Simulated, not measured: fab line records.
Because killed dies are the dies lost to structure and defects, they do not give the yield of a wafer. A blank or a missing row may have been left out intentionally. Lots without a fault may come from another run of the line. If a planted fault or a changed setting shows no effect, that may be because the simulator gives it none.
Chamber matching :: flow n5_finfet :: 4 sister chambers for N5_SDB_ALD_29 on ald_sin-02
The step deposits SiNx, target thk 30 nm, pulse time 1 s, ald cycles 600. 8 wafers are shown with their chamber, then 8 later ones without.

## WAFERS WITH THEIR CHAMBER
wafer: L085.6
chamber: 3
heater_power_w (W): 721
precursor_pulse_height_rel: 0.987

wafer: L086.5
chamber: 2
heater_power_w (W): 834
precursor_pulse_height_rel: 1.002

wafer: L089.2
chamber: 2
heater_power_w (W): 872
precursor_pulse_height_rel: 0.995

wafer: L089.5
chamber: 1
heater_power_w (W): 898
precursor_pulse_height_rel: 0.982

wafer: L090.2
chamber: 1
heater_power_w (W): 890
precursor_pulse_height_rel: 0.995

wafer: L090.3
chamber: 3
heater_power_w (W): 716
precursor_pulse_height_rel: 0.985

wafer: L090.6
chamber: 0
heater_power_w (W): 871
precursor_pulse_height_rel: 0.983

wafer: L091.3
chamber: 0
heater_power_w (W): 875
precursor_pulse_height_rel: 1.002

## WAFERS WHOSE CHAMBER IS MISSING
wafer: L091.4
heater_power_w (W): 861
precursor_pulse_height_rel: 0.994

wafer: L091.6
heater_power_w (W): 729
precursor_pulse_height_rel: 1.018

wafer: L092.3
heater_power_w (W): 881
precursor_pulse_height_rel: 1.015

wafer: L092.5
heater_power_w (W): 906
precursor_pulse_height_rel: 0.995

wafer: L092.6
heater_power_w (W): 897
precursor_pulse_height_rel: 1.006

wafer: L097.2
heater_power_w (W): 709
precursor_pulse_height_rel: 0.989

wafer: L097.3
heater_power_w (W): 857
precursor_pulse_height_rel: 1.009

wafer: L097.6
heater_power_w (W): 884
precursor_pulse_height_rel: 0.993

## EACH ONE'S CHAMBER
wafer: L091.4
from the rows above: can't be placed: 2 or 0 or 1
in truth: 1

wafer: L091.6
from the rows above: 3
in truth: 3

wafer: L092.3
from the rows above: can't be placed: 0 or 2 or 1
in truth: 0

wafer: L092.5
from the rows above: can't be placed: 1 or 0
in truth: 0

wafer: L092.6
from the rows above: can't be placed: 1 or 0 or 2
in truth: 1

wafer: L097.2
from the rows above: 3
in truth: 3

wafer: L097.3
from the rows above: can't be placed: 2 or 0
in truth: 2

wafer: L097.6
from the rows above: can't be placed: 0 or 1 or 2
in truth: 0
Placed correctly: 2 of 8. Unplaceable from these rows: 6, with the true chamber sitting among the candidates in 6. Number placed wrongly: 0.
How it was worked out, from the rows above alone: a wafer's distance from a chamber is the root of the sum, over the readings, of the square of ((its reading less the chamber's mean) divided by the reading's scatter). If the next closest chamber is less than 2 further off than the closest, the wafer can't be placed; otherwise it belongs to the closest. For every chamber, the mean is computed from those of its wafers that are shown. The scatter: take each reading less its chamber's mean, square it, sum over the shown wafers, divide by the number of wafers less the number of chambers, and take the root.
